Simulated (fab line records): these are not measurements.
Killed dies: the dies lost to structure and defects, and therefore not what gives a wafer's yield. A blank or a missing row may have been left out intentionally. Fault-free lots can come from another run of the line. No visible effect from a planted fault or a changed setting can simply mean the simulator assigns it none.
What tool caused it? / flow nand harc / 12 lots, 36 wafers sampled, at 7 steps of a route of 1159

== WHAT THE GAUGES READ, wafer by wafer ==
NHARC_A_ONON_D1_INSPECT_32. Usual: raw defect count at 86, with a standard deviation of 29.
lot=L426; measured=day 8 02:06; on=defect inspect-02; raw defect count=64 74 74; flag=
lot=L427; measured=day 8 09:42; on=defect inspect-01; raw defect count=77 63 73; flag=
lot=L428; measured=day 8 16:38; on=defect inspect-01; raw defect count=99 93 71; flag=
lot=L429; measured=day 8 22:32; on=defect inspect-02; raw defect count=48 108 65; flag=
lot=L432; measured=day 9 21:37; on=defect inspect-01; raw defect count=81 63 70; flag=
lot=L435; measured=day 10 17:29; on=defect inspect-02; raw defect count=63 75 55; flag=
lot=L438; measured=day 11 08:08; on=defect inspect-02; raw defect count=70 76 83; flag=
lot=L443; measured=day 12 17:37; on=defect inspect-01; raw defect count=74 70 90; flag=
lot=L444; measured=day 12 17:52; on=defect inspect-02; raw defect count=123 101 99; flag=
lot=L445; measured=day 13 01:23; on=defect inspect-02; raw defect count=64 48 98; flag=
lot=L448; measured=day 13 18:11; on=defect inspect-01; raw defect count=107 78 141; flag=
lot=L447; measured=day 13 18:12; on=defect inspect-01; raw defect count=148 108 143; flag=

NHARC_A_CHANNEL_HOLE_D1_INSPECT_12. Usual: raw defect count at 6, with a standard deviation of 3.1.
lot=L426; measured=day 8 06:25; on=defect inspect-02; raw defect count=5 7 2; flag=
lot=L427; measured=day 8 16:40; on=defect inspect-02; raw defect count=3 3 3; flag=
lot=L428; measured=day 8 21:08; on=defect inspect-01; raw defect count=7 11 7; flag=
lot=L429; measured=day 9 01:21; on=defect inspect-02; raw defect count=5 7 7; flag=
lot=L432; measured=day 10 01:43; on=defect inspect-02; raw defect count=8 5 6; flag=
lot=L435; measured=day 10 21:01; on=defect inspect-01; raw defect count=2 9 7; flag=
lot=L438; measured=day 11 12:31; on=defect inspect-01; raw defect count=3 5 9; flag=
lot=L443; measured=day 12 20:22; on=defect inspect-01; raw defect count=9 4 3; flag=
lot=L444; measured=day 12 21:53; on=defect inspect-01; raw defect count=12 8 5; flag=
lot=L445; measured=day 13 05:05; on=defect inspect-02; raw defect count=3 9 12; flag=
lot=L448; measured=day 13 21:45; on=defect inspect-01; raw defect count=4 2 10; flag=
lot=L447; measured=day 13 22:11; on=defect inspect-01; raw defect count=14 9 8; flag=

NHARC_A_CHANNEL_HOLE_D1_CD_MEAS_30. Usual: cd nm at 90.7 nm, with a standard deviation of 1.2.
lot=L426; measured=day 8 13:11; on=cd sem-02; cd nm (nm)=89.5 92.1 90.4; flag=
lot=L427; measured=day 8 23:26; on=cd sem-03; cd nm (nm)=90.0 89.5 90.6; flag=
lot=L428; measured=day 9 03:53; on=cd sem-01; cd nm (nm)=91.3 92.2 90.4; flag=
lot=L429; measured=day 9 08:10; on=cd sem-03; cd nm (nm)=92.1 91.1 92.6; flag=
lot=L432; measured=day 10 11:52; on=cd sem-03; cd nm (nm)=88.0 87.8 88.9; flag=
lot=L435; measured=day 11 03:47; on=cd sem-03; cd nm (nm)=92.2 91.8 91.2; flag=
lot=L438; measured=day 11 19:44; on=cd sem-02; cd nm (nm)=88.0 90.6 89.4; flag=
lot=L443; measured=day 13 03:08; on=cd sem-02; cd nm (nm)=- - -; flag=OFF
lot=L444; measured=day 13 04:38; on=cd sem-03; cd nm (nm)=- - -; flag=OFF
lot=L445; measured=day 13 11:58; on=cd sem-01; cd nm (nm)=91.8 91.2 90.0; flag=
lot=L448; measured=day 14 04:32; on=cd sem-01; cd nm (nm)=89.7 90.7 89.3; flag=
lot=L447; measured=day 14 08:41; on=cd sem-02; cd nm (nm)=91.7 90.6 88.9; flag=

NHARC_A_CHANNEL_HOLE_D1_INSPECT_40. Usual: raw defect count at 61, with a standard deviation of 22.
lot=L426; measured=day 8 13:22; on=defect inspect-01; raw defect count=41 43 34; flag=
lot=L427; measured=day 8 23:38; on=defect inspect-02; raw defect count=57 46 51; flag=
lot=L428; measured=day 9 04:04; on=defect inspect-01; raw defect count=53 49 47; flag=
lot=L429; measured=day 9 08:21; on=defect inspect-01; raw defect count=54 41 38; flag=
lot=L432; measured=day 10 12:04; on=defect inspect-01; raw defect count=37 40 34; flag=
lot=L435; measured=day 11 03:58; on=defect inspect-01; raw defect count=37 56 80; flag=
lot=L438; measured=day 11 19:56; on=defect inspect-02; raw defect count=47 56 39; flag=
lot=L443; measured=day 13 03:19; on=defect inspect-01; raw defect count=5968 6036 5974 5916 6026 5917; flag=OFF
lot=L444; measured=day 13 04:49; on=defect inspect-02; raw defect count=5674 5858 5934 5644 5856 5921; flag=OFF
lot=L445; measured=day 13 12:09; on=defect inspect-01; raw defect count=69 66 59; flag=
lot=L448; measured=day 14 04:43; on=defect inspect-02; raw defect count=69 57 85; flag=
lot=L447; measured=day 14 08:52; on=defect inspect-02; raw defect count=53 52 58; flag=

NHARC_END_SORT_01. Usual: defect limited yield 95.1 %, standard deviation 1.3; killed at array 29, standard deviation 8.4; killed at other 0.7, standard deviation 1.2; killed at periphery 3.8, standard deviation 2.1; killed dies 33, standard deviation 9; killed open 3.4, standard deviation 2; killed short 2.1, standard deviation 1.4; sort_bin_2_pct 1.5 %, standard deviation 0.56; sort_bin_3_pct 0.26 %, standard deviation 0.2; sort_bin_4_pct 3.1 %, standard deviation 0.91; sort n pass 644, standard deviation 9; sort rim yield pct 96.2 %, standard deviation 2.2; sort yield pct 95.1 %, standard deviation 1.3.
lot=L429; measured=day 20 23:56; on=prober-02; defect limited yield (%)=93.1 95.3 94.5; killed at array=41 26 31; killed at other=0 0 0; killed at periphery=6 6 6; killed dies=47 32 37; killed open=3 2 2; killed short=1 1 3; sort_bin_2_pct (%)=1.6 1.5 1.6; sort_bin_3_pct (%)=0.15 0.30 0.15; sort_bin_4_pct (%)=5.2 3.0 3.7; sort n pass=630 645 640; sort rim yield pct (%)=96.2 93.4 93.4; sort yield pct (%)=93.1 95.3 94.5; flag=
lot=L432; measured=day 22 07:05; on=prober-02; defect limited yield (%)=95.1 95.7 95.9; killed at array=30 24 26; killed at other=0 2 0; killed at periphery=3 3 2; killed dies=33 29 28; killed open=3 3 1; killed short=0 1 1; sort_bin_2_pct (%)=1.0 1.2 1.5; sort_bin_3_pct (%)=0.15 0.15 0; sort_bin_4_pct (%)=3.7 3.0 2.7; sort n pass=644 648 649; sort rim yield pct (%)=96.2 96.2 97.2; sort yield pct (%)=95.1 95.7 95.9; flag=
lot=L435; measured=day 22 22:37; on=prober-02; defect limited yield (%)=93.5 93.9 94.2; killed at array=38 36 34; killed at other=0 0 0; killed at periphery=6 5 5; killed dies=44 41 39; killed open=5 4 2; killed short=6 3 2; sort_bin_2_pct (%)=1.9 1.9 1.3; sort_bin_3_pct (%)=0.30 0.15 0.44; sort_bin_4_pct (%)=4.3 4.0 4.0; sort n pass=633 636 638; sort rim yield pct (%)=95.3 95.3 89.6; sort yield pct (%)=93.5 93.9 94.2; flag=

== TOOL THAT RAN EACH LOT (tool first, then ch and the chambers of the sampled wafers, then the start) ==
lot=L426; NHARC_A_CHANNEL_HOLE_D1_DEP_00=acl dep-01 ch 0, day 8 03:37; NHARC_A_CHANNEL_HOLE_D1_DESCUM_15=rie diel-07 ch 1,2, day 8 06:29
lot=L427; NHARC_A_CHANNEL_HOLE_D1_DEP_00=acl dep-01 ch 0, day 8 13:55; NHARC_A_CHANNEL_HOLE_D1_DESCUM_15=rie diel-07 ch 0,2,3, day 8 16:44
lot=L428; NHARC_A_CHANNEL_HOLE_D1_DEP_00=acl dep-01 ch 0, day 8 19:01; NHARC_A_CHANNEL_HOLE_D1_DESCUM_15=rie diel-10 ch 0,1,3, day 8 21:13
lot=L429; NHARC_A_CHANNEL_HOLE_D1_DEP_00=acl dep-02 ch 0, day 8 22:36; NHARC_A_CHANNEL_HOLE_D1_DESCUM_15=rie diel-04 ch 0,3, day 9 01:26
lot=L432; NHARC_A_CHANNEL_HOLE_D1_DEP_00=acl dep-03 ch 0, day 9 22:56; NHARC_A_CHANNEL_HOLE_D1_DESCUM_15=rie diel-07 ch 2,3, day 10 01:47
lot=L435; NHARC_A_CHANNEL_HOLE_D1_DEP_00=acl dep-01 ch 0, day 10 18:15; NHARC_A_CHANNEL_HOLE_D1_DESCUM_15=rie diel-10 ch 0,2, day 10 21:05
lot=L438; NHARC_A_CHANNEL_HOLE_D1_DEP_00=acl dep-03 ch 0, day 11 09:43; NHARC_A_CHANNEL_HOLE_D1_DESCUM_15=rie diel-10 ch 0,1,3, day 11 12:36
lot=L443; NHARC_A_CHANNEL_HOLE_D1_DEP_00=acl dep-02, day 12 17:40; NHARC_A_CHANNEL_HOLE_D1_DESCUM_15=rie diel-10 ch 0,2,3, day 12 20:26
lot=L444; NHARC_A_CHANNEL_HOLE_D1_DEP_00=acl dep-01, day 12 19:05; NHARC_A_CHANNEL_HOLE_D1_DESCUM_15=rie diel-04 ch 0,2,3, day 12 21:57
lot=L445; NHARC_A_CHANNEL_HOLE_D1_DEP_00=acl dep-03 ch 0, day 13 02:54; NHARC_A_CHANNEL_HOLE_D1_DESCUM_15=rie diel-10 ch 1,2,3, day 13 05:10
lot=L448; NHARC_A_CHANNEL_HOLE_D1_DEP_00=acl dep-03 ch 0, day 13 18:59; NHARC_A_CHANNEL_HOLE_D1_DESCUM_15=rie diel-04 ch 1,2,3, day 13 21:50
lot=L447; NHARC_A_CHANNEL_HOLE_D1_DEP_00=acl dep-02 ch 0, day 13 19:27; NHARC_A_CHANNEL_HOLE_D1_DESCUM_15=rie diel-10 ch 0,1, day 13 22:15
- NHARC_A_CHANNEL_HOLE_D1_DEP_00: deposits aC, target thk 3100 nm.
- NHARC_A_CHANNEL_HOLE_D1_DESCUM_15: chemistry O2, time 3 s.

== AS READ BY THE TOOLS THEMSELVES (means over the sampled wafers that have a number; for cases with no such wafer, the mark the record gives instead) ==
NHARC_A_CHANNEL_HOLE_D1_DEP_00. Usual: susceptor temp C 400.06 C, standard deviation 0.19; throttle valve pct 34.999 %, standard deviation 0.009.
lot=L426; tool=acl dep-01; susceptor temp C (C)=400.12; throttle valve pct (%)=35.007; flag=
lot=L427; tool=acl dep-01; susceptor temp C (C)=-; throttle valve pct (%)=34.996; flag=OFF
lot=L428; tool=acl dep-01; susceptor temp C (C)=-; throttle valve pct (%)=35.003; flag=OFF
lot=L429; tool=acl dep-02; susceptor temp C (C)=-; throttle valve pct (%)=34.994; flag=OFF
lot=L432; tool=acl dep-03; susceptor temp C (C)=-; throttle valve pct (%)=34.994; flag=OFF
lot=L435; tool=acl dep-01; susceptor temp C (C)=400.04; throttle valve pct (%)=34.998; flag=
lot=L438; tool=acl dep-03; susceptor temp C (C)=400.40; throttle valve pct (%)=34.999; flag=
lot=L443; tool=acl dep-02; susceptor temp C (C)=-; throttle valve pct (%)=-; flag=OFF
lot=L444; tool=acl dep-01; susceptor temp C (C)=-; throttle valve pct (%)=-; flag=OFF
lot=L445; tool=acl dep-03; susceptor temp C (C)=400.00; throttle valve pct (%)=35.003; flag=
lot=L448; tool=acl dep-03; susceptor temp C (C)=-; throttle valve pct (%)=34.992; flag=OFF
lot=L447; tool=acl dep-02; susceptor temp C (C)=-; throttle valve pct (%)=35.000; flag=OFF

NHARC_A_CHANNEL_HOLE_D1_DESCUM_15. Usual: drypump motor current A 5.5 A, standard deviation 0.35; oes product au 1.004 a.u., standard deviation 0.0098; rf vpp V 58.0 V, standard deviation 0.82; showerhead plenum p Torr 1.95 Torr, standard deviation 0.079; throttle valve pct 11.310 %, standard deviation 0.009.
lot=L426; tool=rie diel-07; drypump motor current A (A)=5.4; oes product au (a.u.)=0.998; rf vpp V (V)=58.3; showerhead plenum p Torr (Torr)=2.01; throttle valve pct (%)=11.305; flag=
lot=L427; tool=rie diel-07; drypump motor current A (A)=5.4; oes product au (a.u.)=0.999; rf vpp V (V)=57.4; showerhead plenum p Torr (Torr)=1.92; throttle valve pct (%)=11.315; flag=
lot=L428; tool=rie diel-10; drypump motor current A (A)=5.4; oes product au (a.u.)=1.014; rf vpp V (V)=57.8; showerhead plenum p Torr (Torr)=1.91; throttle valve pct (%)=11.315; flag=
lot=L429; tool=rie diel-04; drypump motor current A (A)=5.9; oes product au (a.u.)=0.993; rf vpp V (V)=57.9; showerhead plenum p Torr (Torr)=2.02; throttle valve pct (%)=11.317; flag=
lot=L432; tool=rie diel-07; drypump motor current A (A)=5.6; oes product au (a.u.)=1.004; rf vpp V (V)=58.0; showerhead plenum p Torr (Torr)=1.93; throttle valve pct (%)=11.310; flag=
lot=L435; tool=rie diel-10; drypump motor current A (A)=5.4; oes product au (a.u.)=0.997; rf vpp V (V)=57.8; showerhead plenum p Torr (Torr)=1.89; throttle valve pct (%)=11.308; flag=
lot=L438; tool=rie diel-10; drypump motor current A (A)=5.4; oes product au (a.u.)=1.003; rf vpp V (V)=58.0; showerhead plenum p Torr (Torr)=1.91; throttle valve pct (%)=11.311; flag=
lot=L443; tool=rie diel-10; drypump motor current A (A)=5.4; oes product au (a.u.)=0.996; rf vpp V (V)=57.6; showerhead plenum p Torr (Torr)=1.87; throttle valve pct (%)=11.315; flag=
lot=L444; tool=rie diel-04; drypump motor current A (A)=5.8; oes product au (a.u.)=1.005; rf vpp V (V)=58.0; showerhead plenum p Torr (Torr)=1.99; throttle valve pct (%)=11.309; flag=
lot=L445; tool=rie diel-10; drypump motor current A (A)=5.3; oes product au (a.u.)=1.018; rf vpp V (V)=57.8; showerhead plenum p Torr (Torr)=1.91; throttle valve pct (%)=11.313; flag=
lot=L448; tool=rie diel-04; drypump motor current A (A)=6.0; oes product au (a.u.)=1.008; rf vpp V (V)=57.5; showerhead plenum p Torr (Torr)=2.00; throttle valve pct (%)=11.300; flag=
lot=L447; tool=rie diel-10; drypump motor current A (A)=5.2; oes product au (a.u.)=1.008; rf vpp V (V)=58.0; showerhead plenum p Torr (Torr)=1.97; throttle valve pct (%)=11.308; flag=

== THE ANSWER, worked out from the rows above alone ==
Rule: a lot is off if the mean of its wafers that have a number lies more than 3 standard deviations from the usual mean. A lot without any number at a reading at which 4 lots or more have one is off too. All remaining lots with rows at the step are treated as sound. The gauges are gone through in route order, then the tools' own readings, and for those a lot's mean is taken as printed above. At the first step where some lot is off, the reading lying furthest off is the one used; lots without a number count as furthest.
Off: L443, L444 (NHARC_A_CHANNEL_HOLE_D1_CD_MEAS_30, cd nm). Without a number there: L443, L444.
A tool fits if, at a process step before that reading, it ran every lot that is off, and no sound lot after the first of them. Not tried: the gauges at NHARC_A_CHANNEL_HOLE_D1_CD_MEAS_30; whatever is off there is also off at NHARC_A_CHANNEL_HOLE_D1_INSPECT_40, on other tools, and gauge error can't account for it. None of those tried fits.

== WHAT THE SIMULATOR HAD PUT IN ==
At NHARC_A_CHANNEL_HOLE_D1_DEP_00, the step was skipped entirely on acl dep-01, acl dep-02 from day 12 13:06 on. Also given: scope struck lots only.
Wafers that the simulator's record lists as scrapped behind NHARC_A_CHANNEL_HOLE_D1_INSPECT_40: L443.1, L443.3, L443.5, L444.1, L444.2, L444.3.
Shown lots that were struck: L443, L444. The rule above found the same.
